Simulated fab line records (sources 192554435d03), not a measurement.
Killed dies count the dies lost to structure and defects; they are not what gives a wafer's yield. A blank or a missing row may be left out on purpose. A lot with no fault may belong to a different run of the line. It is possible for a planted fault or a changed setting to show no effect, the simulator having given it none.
Matching of chambers / flow n5Finfet / 3 sister chambers for N5_BEOL_M13_ILD_DEP_00 on pecvd-03
The step deposits SiOC from DEMS/O2, target thk 837.92 nm, time 166.4 s. 6 wafers are shown with their chamber, then 8 later ones without.

## WAFERS WITH THEIR CHAMBER
wafer=L089.1; chamber=0; throttleValvePct (%)=13.1; heaterPowerW (W)=416
wafer=L089.3; chamber=1; throttleValvePct (%)=12.4; heaterPowerW (W)=461
wafer=L089.4; chamber=1; throttleValvePct (%)=12.5; heaterPowerW (W)=500
wafer=L089.5; chamber=2; throttleValvePct (%)=11.7; heaterPowerW (W)=615
wafer=L089.6; chamber=0; throttleValvePct (%)=13.3; heaterPowerW (W)=445
wafer=L088.2; chamber=2; throttleValvePct (%)=11.6; heaterPowerW (W)=610

## WAFERS WITH NO CHAMBER GIVEN
wafer=L088.3; throttleValvePct (%)=12.5; heaterPowerW (W)=512
wafer=L088.5; throttleValvePct (%)=11.6; heaterPowerW (W)=631
wafer=L094.1; throttleValvePct (%)=11.4; heaterPowerW (W)=624
wafer=L094.2; throttleValvePct (%)=12.4; heaterPowerW (W)=532
wafer=L094.3; throttleValvePct (%)=13.6; heaterPowerW (W)=365
wafer=L094.4; throttleValvePct (%)=12.4; heaterPowerW (W)=431
wafer=L094.5; throttleValvePct (%)=13.0; heaterPowerW (W)=413
wafer=L094.6; throttleValvePct (%)=11.8; heaterPowerW (W)=667

## EACH ONE'S CHAMBER
wafer=L088.3; from the rows above=1; in truth=1
wafer=L088.5; from the rows above=2; in truth=2
wafer=L094.1; from the rows above=2; in truth=2
wafer=L094.2; from the rows above=1; in truth=1
wafer=L094.3; from the rows above=0; in truth=0
wafer=L094.4; from the rows above=1; in truth=1
wafer=L094.5; from the rows above=0; in truth=0
wafer=L094.6; from the rows above=2; in truth=2
Placed correctly: 8 of 8. From these rows, 0 cannot be placed. Wrongly placed: 0.
How it was worked out, from the rows above alone: a wafer's distance from a chamber is the root of the sum, over the readings, of the square of ((its reading less the chamber's mean) divided by the reading's scatter). If the next closest chamber is less than 2 further off than the closest, the wafer can't be placed; otherwise it belongs to the closest. For every chamber, the mean is computed from those of its wafers that are shown. How the scatter is found: for the shown wafers, subtract from each reading the mean of its chamber, square and add these, divide the total by (wafers less chambers), then take the root.
